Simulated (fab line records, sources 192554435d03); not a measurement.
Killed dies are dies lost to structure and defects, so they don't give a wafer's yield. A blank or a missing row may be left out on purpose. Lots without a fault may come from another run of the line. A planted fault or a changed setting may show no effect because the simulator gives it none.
Which tool did it? | flow n5_finfet | 11 lots, 31 wafers sampled, at 3 steps of a route of 1938

WHAT THE GAUGES READ, wafer by wafer
N5_BEOL_M4_RC_MEAS_101.
lot  | measured     | on        | DIBL_N (mV/V)  | DIBL_P (mV/V)  | IOFF_N (nA/um) | IOFF_P (nA/um) | ION_N (uA/um) | ION_P (uA/um) | SS_N (mV/dec)  | SS_P (mV/dec)  | VT_N (mV)   | VT_P (mV)
L889 | day 9 10:32  | prober-01 | 38.5 39.2      | 37.1 37.9      | 0.18 0.21      | 0.22 0.24      | 671 679       | 458 458       | 72.7 71.8      | 73.8 73.9      | 247 248     | -250 -246
L888 | day 9 15:42  | prober-02 | 33.4 30.8 33.7 | 33.8 32.2 34.7 | 0.13 0.10 0.14 | 0.17 0.16 0.19 | 678 659 679   | 460 462 465   | 70.8 70.2 70.8 | 72.1 72.1 72.4 | 252 257 249 | -251 -254 -253
L891 | day 10 16:19 | prober-02 | 34.8 34.9 33.5 | 35.5 35.1 34.3 | 0.14 0.14 0.12 | 0.20 0.20 0.18 | 672 666 661   | 463 462 457   | 70.9 70.7 70.3 | 73.6 72.9 72.7 | 252 251 254 | -252 -248 -251
L892 | day 10 20:53 | prober-02 | 37.0 36.6 34.1 | 39.5 38.0 35.2 | 0.18 0.17 0.13 | 0.26 0.23 0.19 | 667 674 660   | 465 460 463   | 72.0 71.6 71.6 | 74.1 74.1 72.9 | 252 248 254 | -250 -251 -254
L897 | day 12 00:44 | prober-02 | 34.0 36.6 33.7 | 32.1 35.7 32.3 | 0.13 0.18 0.12 | 0.18 0.24 0.18 | 666 673 665   | 458 470 460   | 71.1 72.5 70.4 | 72.2 73.2 72.5 | 253 246 253 | -250 -246 -248
L900 | day 12 06:52 | prober-01 | 37.0 35.4 37.6 | 37.3 34.3 37.9 | 0.17 0.15 0.19 | 0.23 0.19 0.25 | 671 675 684   | 464 463 467   | 72.0 71.1 72.0 | 73.7 72.8 73.7 | 249 248 248 | -248 -253 -249
L899 | day 12 07:36 | prober-02 | 37.4 40.8      | 37.5 40.8      | 0.16 0.24      | 0.22 0.28      | 669 692       | 457 470       | 71.3 72.7      | 73.8 74.1      | 252 244     | -249 -248
L902 | day 13 11:36 | prober-02 | 35.1 35.3 35.8 | 36.3 35.5 37.0 | 0.15 0.15 0.16 | 0.22 0.19 0.23 | 664 677 677   | 461 457 463   | 71.1 70.9 71.8 | 73.1 73.1 73.0 | 248 251 250 | -250 -252 -248
L901 | day 13 14:25 | prober-02 | 35.7 36.6 34.8 | 36.3 37.7 36.3 | 0.16 0.17 0.15 | 0.20 0.22 0.20 | 673 665 669   | 466 464 458   | 71.7 72.0 71.0 | 73.6 73.7 73.3 | 251 251 250 | -253 -252 -253
L903 | day 13 15:56 | prober-02 | 34.0 35.8 34.9 | 34.4 34.3 34.8 | 0.13 0.15 0.14 | 0.17 0.17 0.18 | 664 663 663   | 454 451 455   | 71.3 71.9 72.2 | 72.1 73.3 72.4 | 252 253 252 | -252 -250 -253
L910 | day 15 05:06 | prober-01 | 36.0 37.5 36.2 | 35.5 37.4 36.2 | 0.14 0.18 0.16 | 0.20 0.24 0.21 | 676 682 678   | 466 473 466   | 70.8 71.7 71.3 | 73.0 73.2 73.0 | 251 249 250 | -249 -247 -248

N5_BEOL_M11_INSPECT_13: inspects for defects (brightfield).
lot  | measured     | on                | raw_defect_count
L889 | day 11 20:40 | defect_inspect-02 | 427 465
L888 | day 12 03:59 | defect_inspect-02 | 436 387 405
L891 | day 12 23:42 | defect_inspect-02 | 394 450 462
L892 | day 13 04:36 | defect_inspect-01 | 603 494 434
L897 | day 14 15:06 | defect_inspect-01 | 293 531 475
L900 | day 14 20:47 | defect_inspect-01 | 375 400 367
L899 | day 15 00:15 | defect_inspect-02 | 368 295
L902 | day 16 07:04 | defect_inspect-01 | 457 279 405
L901 | day 16 07:26 | defect_inspect-02 | 435 389 359
L903 | day 16 06:52 | defect_inspect-01 | 339 401 617
L910 | day 17 14:09 | defect_inspect-01 | 368 365 494

N5_BEOL_M11_CD_MEAS_28: target cd 70 nm.
lot  | measured     | on        | cd_nm (nm)
L889 | day 11 22:28 | cd_sem-02 | 70.1 71.3
L888 | day 12 06:00 | cd_sem-02 | 70.5 70.1 70.0
L891 | day 13 01:57 | cd_sem-03 | 72.0 72.1 71.3
L892 | day 13 07:02 | cd_sem-02 | 70.9 71.3 71.3
L897 | day 14 18:42 | cd_sem-02 | 68.3 69.1 69.5
L900 | day 14 23:10 | cd_sem-02 | 71.6 71.4 69.8
L899 | day 15 01:18 | cd_sem-02 | 70.2 70.1
L902 | day 16 09:19 | cd_sem-01 | 70.7 70.9 69.6
L901 | day 16 09:32 | cd_sem-02 | 70.8 69.3 69.0
L903 | day 16 09:29 | cd_sem-02 | 70.1 70.2 69.4
L910 | day 17 16:46 | cd_sem-03 | 70.2 69.6 69.9

WHICH TOOL RAN EACH LOT (tool, then ch and the chambers of the sampled wafers, then the start)
The record holds no process step before these readings.

WHAT THE TOOLS THEMSELVES READ (means of the sampled wafers that have a number; where no wafer has one, the mark that the record gives instead)
The record holds no such reading with a usual standard deviation.

THE ANSWER, worked out from the rows above alone
Rule: what is usual is taken from the lots themselves. Put in order of their means at a reading, lots are off if they are a third of the lots or fewer, leave a main group of 4 or more, and stand apart from it by a gap of 3 or more times the standard deviation of the main group's means; of several such gaps the widest counts. A main group whose means are all the same, to the digits that the tables above print for the reading, isn't used. A lot without any number at a reading at which 4 lots or more have one is off too. The other lots that the step has rows for count as sound. The gauges are gone through in route order, then the tools' own readings, and for those a lot's mean is taken as printed above. The first step at which some lot is off is used, and at that step the reading that is off furthest; a lot without a number counts as furthest.
No lot is off at any reading shown: from this, nothing can be told.

WHAT THE SIMULATOR HAD PUT IN
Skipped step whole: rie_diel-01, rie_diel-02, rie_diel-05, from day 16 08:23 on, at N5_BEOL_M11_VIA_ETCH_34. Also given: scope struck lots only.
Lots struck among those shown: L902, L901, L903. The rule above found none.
